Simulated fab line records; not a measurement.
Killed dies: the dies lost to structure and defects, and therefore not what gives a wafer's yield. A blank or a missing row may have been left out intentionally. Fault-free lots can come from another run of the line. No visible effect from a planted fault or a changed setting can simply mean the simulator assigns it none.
fab line records | flow nand-harc
[record] lots = 24 wafers = 72 last-day = 34
route steps=1302 shown P_M0@265 P_M2@338 P_BONDPAD@365
lots with no fault: from the same line, run without faults
start-h: start of the lot's first displayed wafer, in hours after the record's first day | wait-h: time in hours since the lot's previous step | " repeats the value in the row above | L1.1+2: a row that stands for several wafers | - no value, or no start given | * or withheld: withheld | < > ~ a bound
route shown NAME@n: a module of which the file shows steps, and the number in the route of the first | usual: average and standard deviation across the fault-free wafers | same: alike in all rows | chamber/n: place in a boat | sites: each site's reading | _std_site: standard deviation of those values | _edge_site: mean of outer sites minus mean of inner sites | radius-mm: how far each site lies from the wafer's centre | mask NAME#n: copy n | behind: tool/chamber where the wafer was last shaped | hold: the reason the lot was held/the length of the hold in hours/how it ended | device: transistor that didn't switch, given as n, p or np | end of line: tests run on the same wafers once the route is complete | step lacking rows: just its recipe | killed: at the first sort, the dies lost to defects and structure; wafer yield is something else | map: the dies of a wafer, with x for killed, . for not killed, _ for no die there
set.NAME: the setting the step ran with; set.NAME@STEP: the setting that earlier step ran with | model.NAME: the simulator's own value behind a step, which no gauge read
one table for each step of the route and one row for each wafer, over a sample of lots
services: a tool's chamber out of use, with start hour (start-h, from the record's first day; less than 0 if before it), hours out, and reason
[[steps]]
[step NHARC_P_M0_INSPECT_11]
[usual] raw-defect-count = 4.5/2.7
// columns lot.wafer tool chamber start-h wait-h raw-defect-count
L075.2 defect-inspect-01 - 137.48 0.0 4
L075.3 " - " " 10
L075.4 " - " " 5
L076.2 defect-inspect-02 - 150.14 0.0 3
L076.3 " - " " 4
L076.6 " - " " 2
L077.1 defect-inspect-01 - 155.29 0.0 2
L077.5 " - " " 0
L077.6 " - " " 3
L074.4 defect-inspect-01 - 157.36 0.0 6
L074.5 " - " " 4
L074.6 " - " " 4
L078.1 defect-inspect-01 - 162.27 0.0 8
L078.4 " - " " 3
L078.6 " - " " 6
L079.1 defect-inspect-02 - 170.22 0.0 1
L079.4 " - " " 9
L079.5 " - " " 7
L080.4 defect-inspect-01 - 182.40 0.0 10
L080.5 " - " " 7
L080.6 " - " " 7
L081.3 defect-inspect-02 - 191.75 0.0 6
L081.4 " - " " 4
L081.6 " - " " 1
L082.2 defect-inspect-02 - 206.29 0.0 5
L082.4 " - " " 16
L082.5 " - " " 12
L083.2 defect-inspect-01 - 210.61 0.0 7
L083.5 " - " " 3
L083.6 " - " " 4
L085.3 defect-inspect-01 - 231.29 0.0 4
L085.5 " - " " 3
L085.6 " - " " 2
L084.1 defect-inspect-01 - 234.24 0.0 6
L084.2 " - " " 1
L084.5 " - " " 4
L086.1 defect-inspect-01 - 241.79 0.0 2
L086.4 " - " " 2
L086.6 " - " " 8
L087.2 defect-inspect-02 - 272.12 0.0 5
L087.5 " - " " 3
L087.6 " - " " 2
L088.1 defect-inspect-01 - 272.66 0.0 2
L088.2 " - " " 4
L088.3 " - " " 4
L089.2 defect-inspect-01 - 285.84 0.0 3
L089.3 " - " " 3
L089.4 " - " " 2
L090.1 defect-inspect-01 - 287.19 0.0 6
L090.2 " - " " 2
L090.4 " - " " 2
L091.3 defect-inspect-01 - 293.75 0.0 1
L091.4 " - " " 4
L091.5 " - " " 3
L093.1 defect-inspect-01 - 305.52 0.0 1
L093.2 " - " " 0
L093.5 " - " " 1
L092.2 defect-inspect-01 - 307.82 0.0 7
L092.3 " - " " 7
L092.5 " - " " 6
L094.3 defect-inspect-01 - 318.68 0.0 2
L094.4 " - " " 7
L094.6 " - " " 11
L095.4 defect-inspect-01 - 334.97 0.0 7
L095.5 " - " " 7
L095.6 " - " " 7
L096.3 defect-inspect-01 - 339.18 0.0 3
L096.4 " - " " 3
L096.6 " - " " 2
L097.1 defect-inspect-02 - 350.60 0.0 5
L097.4 " - " " 4
L097.6 " - " " 4
[step NHARC_P_M0_PRE_CLEAN_29]
[recipe] time-s = 30 temp-c = 280 gas = H2/He
[usual] heater-power-w = 405/40
// columns lot.wafer tool chamber start-h wait-h heater-power-w
L075.2 pvd-sputter-03 - - - 424
L075.3 " - " " 343
L075.4 " - " " 402
L076.2 pvd-sputter-03 - - - 433
L076.3 " - " " 434
L076.6 " - " " 333
L077.1 pvd-sputter-03 - - - 434
L077.5 " - " " 420
L077.6 " - " " 340
L074.4 pvd-sputter-01 - - - 372
L074.6 " - " " 433
L074.5 " - " " 416
L078.4 pvd-sputter-02 - - - 444
L078.1 " - " " 382
L078.6 " - " " 336
L079.4 pvd-sputter-01 - - - 429
L079.1 " - " " 428
L079.5 " - " " 421
L080.4 pvd-sputter-02 - - - 371
L080.6 " - " " 460
L080.5 " - " " 378
L081.3 pvd-sputter-03 - - - 444
L081.4 " - " " 445
L081.6 " - " " 380
L082.2 pvd-sputter-03 - - - 428
L082.4 " - " " 434
L082.5 " - " " 429
L083.2 pvd-sputter-01 - - - 435
L083.5 " - " " 445
L083.6 " - " " 416
L085.3 pvd-sputter-02 - - - 387
L085.5 " - " " 341
L085.6 " - " " 453
L084.2 pvd-sputter-03 - - - 379
L084.1 " - " " 366
L084.5 " - " " 381
L086.1 pvd-sputter-02 - - - 338
L086.4 " - " " 376
L086.6 " - " " 351
L087.2 pvd-sputter-02 - - - 439
L087.5 " - " " 339
L087.6 " - " " 447
L088.2 pvd-sputter-01 - - - 423
L088.1 " - " " 406
L088.3 " - " " 366
L089.3 pvd-sputter-01 - - - 413
L089.4 " - " " 464
L089.2 " - " " 419
L090.1 pvd-sputter-03 - - - 385
L090.2 " - " " 359
L090.4 " - " " 445
L091.3 pvd-sputter-01 - - - 412
L091.4 " - " " 369
L091.5 " - " " 369
L093.2 pvd-sputter-02 - - - 378
L093.1 " - " " 333
L093.5 " - " " 441
L092.2 pvd-sputter-03 - - - 390
L092.3 " - " " 439
L092.5 " - " " 358
L094.3 pvd-sputter-02 - - - 334
L094.4 " - " " 440
L094.6 " - " " 440
L095.4 pvd-sputter-02 - - - 377
L095.6 " - " " 433
L095.5 " - " " 323
L096.4 pvd-sputter-01 - - - 400
L096.3 " - " " 371
L096.6 " - " " 405
L097.4 pvd-sputter-01 - - - 363
L097.1 " - " " 412
L097.6 " - " " 466
[step NHARC_P_M2_DEGAS_29]
[recipe] temp-c = 250 time-s = 60
[usual] heater-power-w = 333/31
// columns lot.wafer tool chamber start-h wait-h heater-power-w
L075.3 pvd-sputter-02 - 147.39 - 277
L075.4 " - " " 364
L075.2 " - " " 311
L076.2 pvd-sputter-02 - 159.61 - 333
L076.3 " - " " 366
L076.6 " - " " 346
L077.1 pvd-sputter-03 - 164.63 - 345
L077.5 " - " " 274
L077.6 " - " " 356
L074.4 pvd-sputter-03 - 167.07 - 279
L074.6 " - " " 280
L074.5 " - " " 370
L078.4 pvd-sputter-01 - 171.56 - 305
L078.1 " - " " 391
L078.6 " - " " 358
L079.4 pvd-sputter-01 - 179.41 - 391
L079.1 " - " " 338
L079.5 " - " " 381
L080.4 pvd-sputter-01 - 191.84 - 309
L080.5 " - " " 337
L080.6 " - " " 301
L081.4 pvd-sputter-01 - 201.41 - 391
L081.3 " - " " 333
L081.6 " - " " 389
L082.4 pvd-sputter-03 - 215.35 - 349
L082.2 " - " " 293
L082.5 " - " " 357
L083.2 pvd-sputter-01 - 219.96 - 337
L083.5 " - " " 356
L083.6 " - " " 340
L085.3 pvd-sputter-01 - 240.70 - 378
L085.6 " - " " 333
L085.5 " - " " 340
L084.2 pvd-sputter-03 - 243.35 - 352
L084.1 " - " " 363
L084.5 " - " " 359
L086.4 pvd-sputter-03 - 251.24 - 302
L086.1 " - " " 312
L086.6 " - " " 295
L087.2 pvd-sputter-02 - 281.39 - 286
L087.6 " - " " 360
L087.5 " - " " 317
L088.3 pvd-sputter-03 - 282.41 - 316
L088.2 " - " " 353
L088.1 " - " " 363
L089.3 pvd-sputter-02 - 295.30 - 373
L089.2 " - " " 343
L089.4 " - " " 279
L090.4 pvd-sputter-03 - 296.58 - 290
L090.1 " - " " 358
L090.2 " - " " 353
L091.4 pvd-sputter-03 - 303.03 - 294
L091.3 " - " " 366
L091.5 " - " " 364
L093.1 pvd-sputter-01 - 315.12 - 336
L093.2 " - " " 331
L093.5 " - " " 325
L092.2 pvd-sputter-03 - 317.51 - 320
L092.3 " - " " 344
L092.5 " - " " 318
L094.4 pvd-sputter-03 - 328.59 - 318
L094.3 " - " " 360
L094.6 " - " " 312
L095.4 pvd-sputter-01 - 344.39 - 333
L095.5 " - " " 341
L095.6 " - " " 334
L096.3 pvd-sputter-02 - 349.31 - 364
L096.4 " - " " 308
L096.6 " - " " 272
L097.1 pvd-sputter-03 - 359.75 - 313
L097.4 " - " " 360
L097.6 " - " " 338
[step NHARC_P_BONDPAD_OVL_MEAS_38]
[usual] overlay-x-nm = 1/5.2 overlay-y-nm = 2/4.7
// columns lot.wafer tool chamber start-h wait-h overlay-x-nm overlay-y-nm
L075.2 overlay-02 - 151.01 - -9 0
L075.3 " - " " -9 1
L075.4 " - " " -9 1
L076.2 overlay-02 - 163.17 - 1 8
L076.3 " - " " 1 8
L076.6 " - " " 1 8
L077.1 overlay-02 - 167.90 - -4 4
L077.5 " - " " -5 4
L077.6 " - " " -5 5
L074.4 overlay-01 - 170.39 - 11 -1
L074.5 " - " " 10 -2
L074.6 " - " " 10 -2
L078.1 overlay-02 - 174.97 - 0 1
L078.4 " - " " 0 1
L078.6 " - " " 0 2
L079.1 overlay-02 - 182.75 - -2 -6
L079.4 " - " " -3 -6
L079.5 " - " " -2 -6
L080.4 overlay-01 - 195.12 - 8 -2
L080.5 " - " " 9 -2
L080.6 " - " " 9 -1
L081.3 overlay-02 - 204.72 - 2 4
L081.4 " - " " 2 5
L081.6 " - " " 2 5
L082.2 overlay-02 - 218.64 - -5 1
L082.4 " - " " -6 1
L082.5 " - " " -6 1
L083.2 overlay-02 - 223.38 - -4 -1
L083.5 " - " " -5 -1
L083.6 " - " " -4 -1
L085.3 overlay-02 - 244.09 - -2 1
L085.5 " - " " -2 2
L085.6 " - " " -2 2
L084.1 overlay-01 - 246.88 - -2 10
L084.2 " - " " -2 11
L084.5 " - " " -2 12
L086.1 overlay-02 - 254.66 - 5 7
L086.4 " - " " 5 7
L086.6 " - " " 6 7
L087.2 overlay-01 - 284.68 - 4 -1
L087.5 " - " " 3 -1
L087.6 " - " " 4 -2
L088.1 overlay-01 - 285.82 - 4 8
L088.2 " - " " 5 8
L088.3 " - " " 5 8
L089.2 overlay-02 - 298.76 - 5 -3
L089.3 " - " " 6 -4
L089.4 " - " " 5 -3
L090.1 overlay-01 - 300.02 - 4 -1
L090.2 " - " " 4 -2
L090.4 " - " " 3 -2
L091.3 overlay-01 - 306.40 - 9 0
L091.4 " - " " 9 0
L091.5 " - " " 10 1
L093.1 overlay-01 - 318.46 - -5 -1
L093.2 " - " " -6 -1
L093.5 " - " " -5 -1
L092.2 overlay-02 - 321.11 - 1 -5
L092.3 " - " " 1 -5
L092.5 " - " " 1 -5
L094.3 overlay-01 - 331.99 - -1 -1
L094.4 " - " " -1 0
L094.6 " - " " -1 0
L095.4 overlay-01 - 347.82 - 6 3
L095.5 " - " " 6 3
L095.6 " - " " 6 3
L096.3 overlay-02 - 352.74 - -6 13
L096.4 " - " " -7 13
L096.6 " - " " -5 12
L097.1 overlay-01 - 363.05 - -1 -3
L097.4 " - " " -2 -3
L097.6 " - " " -2 -3
[step NHARC_P_BONDPAD_CD_MEAS_13]
[usual] cd-nm = 500.8/2.4
// columns lot.wafer tool chamber start-h wait-h cd-nm
L075.2 cd-sem-01 - 151.46 - 496.2
L075.3 " - " " 496.0
L075.4 " - " " 500.4
L076.2 cd-sem-01 - 163.61 - 502.6
L076.3 " - " " 503.1
L076.6 " - " " 502.5
L077.1 cd-sem-03 - 168.34 - 503.8
L077.5 " - " " 498.1
L077.6 " - " " 502.3
L074.4 cd-sem-02 - 170.83 - 496.4
L074.5 " - " " 499.5
L074.6 " - " " 499.3
L078.1 cd-sem-02 - 175.41 - 500.5
L078.4 " - " " 499.7
L078.6 " - " " 498.0
L079.1 cd-sem-01 - 183.19 - 502.8
L079.4 " - " " 503.5
L079.5 " - " " 500.9
L080.4 cd-sem-03 - 195.56 - 500.7
L080.5 " - " " 501.5
L080.6 " - " " 497.4
L081.3 cd-sem-03 - 205.17 - 500.8
L081.4 " - " " 505.8
L081.6 " - " " 502.7
L082.2 cd-sem-03 - 219.08 - 501.4
L082.4 " - " " 502.6
L082.5 " - " " 501.1
L083.2 cd-sem-03 - 223.86 - 502.1
L083.5 " - " " 503.8
L083.6 " - " " 502.7
L085.3 cd-sem-02 - 244.54 - 502.9
L085.5 " - " " 496.3
L085.6 " - " " 501.0
L084.1 cd-sem-01 - 247.36 - 499.8
L084.2 " - " " 501.4
L084.5 " - " " 501.6
L086.1 cd-sem-02 - 255.10 - 501.1
L086.4 " - " " 499.4
L086.6 " - " " 503.7
L087.2 cd-sem-03 - 285.12 - 502.7
L087.5 " - " " 504.2
L087.6 " - " " 503.6
L088.1 cd-sem-02 - 286.30 - 500.3
L088.2 " - " " 500.9
L088.3 " - " " 501.3
L089.2 cd-sem-03 - 299.20 - 496.7
L089.3 " - " " 497.5
L089.4 " - " " 497.6
L090.1 cd-sem-02 - 300.46 - 503.9
L090.2 " - " " 501.1
L090.4 " - " " 502.9
L091.3 cd-sem-01 - 306.85 - 496.6
L091.4 " - " " 500.3
L091.5 " - " " 499.5
L093.1 cd-sem-03 - 318.90 - 502.5
L093.2 " - " " 505.7
L093.5 " - " " 504.3
L092.2 cd-sem-02 - 321.60 - 498.0
L092.3 " - " " 498.9
L092.5 " - " " 498.2
L094.3 cd-sem-02 - 332.43 - 499.0
L094.4 " - " " 501.3
L094.6 " - " " 502.9
L095.4 cd-sem-03 - 348.26 - 500.4
L095.5 " - " " 499.7
L095.6 " - " " 499.9
L096.3 cd-sem-03 - 353.18 - 504.6
L096.4 " - " " 505.6
L096.6 " - " " 504.0
L097.1 cd-sem-02 - 363.53 - 501.7
L097.4 " - " " 498.4
L097.6 " - " " 501.7
[step NHARC_P_BONDPAD_PRE_CLEAN_26]
[recipe] time-s = 30 temp-c = 280 gas = H2/He
[usual] heater-power-w = 407/36
// columns lot.wafer tool chamber start-h wait-h heater-power-w
L075.2 pvd-sputter-02 - - - 423
L075.3 " - " " 347
L075.4 " - " " 456
L076.2 pvd-sputter-02 - - - 412
L076.3 " - " " 459
L076.6 " - " " 431
L077.1 pvd-sputter-03 - - - 382
L077.5 " - " " 432
L077.6 " - " " 400
L074.4 pvd-sputter-02 - - - 330
L074.5 " - " " 454
L074.6 " - " " 382
L078.1 pvd-sputter-02 - - - 420
L078.4 " - " " 337
L078.6 " - " " 429
L079.4 pvd-sputter-03 - - - 439
L079.1 " - " " 363
L079.5 " - " " 437
L080.4 pvd-sputter-01 - - - 412
L080.6 " - " " 437
L080.5 " - " " 420
L081.4 pvd-sputter-01 - - - 439
L081.3 " - " " 417
L081.6 " - " " 364
L082.2 pvd-sputter-02 - - - 337
L082.4 " - " " 443
L082.5 " - " " 384
L083.2 pvd-sputter-01 - - - 411
L083.6 " - " " 423
L083.5 " - " " 377
L085.3 pvd-sputter-03 - - - 380
L085.6 " - " " 435
L085.5 " - " " 380
L084.2 pvd-sputter-03 - - - 385
L084.1 " - " " 357
L084.5 " - " " 434
L086.1 pvd-sputter-01 - - - 401
L086.4 " - " " 372
L086.6 " - " " 405
L087.2 pvd-sputter-01 - - - 415
L087.6 " - " " 364
L087.5 " - " " 458
L088.1 pvd-sputter-03 - - - 386
L088.3 " - " " 448
L088.2 " - " " 444
L089.3 pvd-sputter-02 - - - 457
L089.2 " - " " 383
L089.4 " - " " 340
L090.1 pvd-sputter-01 - - - 451
L090.2 " - " " 419
L090.4 " - " " 368
L091.4 pvd-sputter-01 - - - 366
L091.3 " - " " 460
L091.5 " - " " 412
L093.1 pvd-sputter-03 - - - 386
L093.2 " - " " 441
L093.5 " - " " 423
L092.3 pvd-sputter-03 - - - 427
L092.2 " - " " 429
L092.5 " - " " 434
L094.3 pvd-sputter-02 - - - 435
L094.4 " - " " 333
L094.6 " - " " 372
L095.4 pvd-sputter-02 - - - 326
L095.5 " - " " 447
L095.6 " - " " 370
L096.3 pvd-sputter-01 - - - 447
L096.4 " - " " 415
L096.6 " - " " 377
L097.4 pvd-sputter-01 - - - 364
L097.1 " - " " 463
L097.6 " - " " 450
[[services]]
// columns tool chamber start-h hours kind
pvd-sputter-03 - 170.00 10.0 pm
pvd-sputter-01 - 226.00 10.0 pm
pvd-sputter-01 - 269.80 2.5 repair
pvd-sputter-02 - 282.00 10.0 pm
pvd-sputter-03 - 348.08 10.0 pm
[[key]]
fault none
